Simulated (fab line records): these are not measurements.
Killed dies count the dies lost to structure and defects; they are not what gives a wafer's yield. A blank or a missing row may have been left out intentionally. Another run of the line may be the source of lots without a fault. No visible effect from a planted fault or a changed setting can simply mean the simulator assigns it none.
2 desks looking at one fault | flow n5Finfet | every desk sees just its own numbers, and what lay behind them comes last

## DESK OF THE TOOL OWNER: arfiScanner-01
The tool's own readings at N5_SD_EPI_N_EXPOSE_06 (exposes mask SD N BLK, target cd 120 nm): means of the sampled wafers that have a number, for each lot that ran on this tool. The brackets show how far a lot's mean lies from the usual mean; more than 4 standard deviations puts the lot out of limits, marked OUT.
Columns: A = exposureDoseMJCm2 at N5_SD_EPI_N_EXPOSE_06, usual 39.74
lot  | first seen here | A
L964 | day 3 04:56     | 39.73
L971 | day 5 01:20     | 39.76
L980 | day 7 05:28     | 43.57 (+99 or more) OUT
L982 | day 7 21:01     | 42.81 (+83) OUT
This desk finds L980, L982 out of limits, L980 being first, at day 7 05:28 (exposureDoseMJCm2 at N5_SD_EPI_N_EXPOSE_06). L964, L971 stayed within limits.

## METROLOGY DESK
What the gauges read for every lot (on any tool): the sampled wafers with a number, averaged. The brackets show how far a lot's mean lies from the usual mean; more than 4 standard deviations puts the lot out of limits, marked OUT.
Columns: A = cdNm at N5_SD_EPI_N_CD_MEAS_09, usual 120.2 nm
lot  | first seen here | A
L964 | day 3 05:03     | 118.3
L967 | day 4 01:47     | 120.0
L971 | day 5 01:28     | 120.8
L980 | day 7 05:35     | 127.6 (+8.7) OUT
L981 | day 7 15:21     | 120.4
L982 | day 7 21:09     | 124.3 (+4.8) OUT
L983 | day 8 00:53     | 120.8
L984 | day 8 08:18     | 121.0
L986 | day 8 22:59     | 119.8
This desk finds L980, L982 out of limits, L980 being first, at day 7 05:35 (cdNm at N5_SD_EPI_N_CD_MEAS_09). L964, L967, L971, L981, L983, L984, L986 stayed within limits.

## TAKEN TOGETHER
The tool owner's desk could have raised an alarm at day 7 05:28, on L980, L982.
On L980, L982, the metrology desk was in a position to raise an alarm at day 7 05:35.
N5_SD_EPI_N_EXPOSE_06 was run on arfiScanner-01 by each of the lots named.

## WHAT HAD BEEN PUT IN BY THE SIMULATOR
Process parameter drift: arfiScanner-01, from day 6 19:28 on, at N5_SD_EPI_N_EXPOSE_06. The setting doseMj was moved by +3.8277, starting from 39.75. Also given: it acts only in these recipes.
Shown lots that were struck: L980, L982.
Hours from the fault's start to each desk's first reading out of limits: the tool owner's desk, 10; the metrology desk, 10.
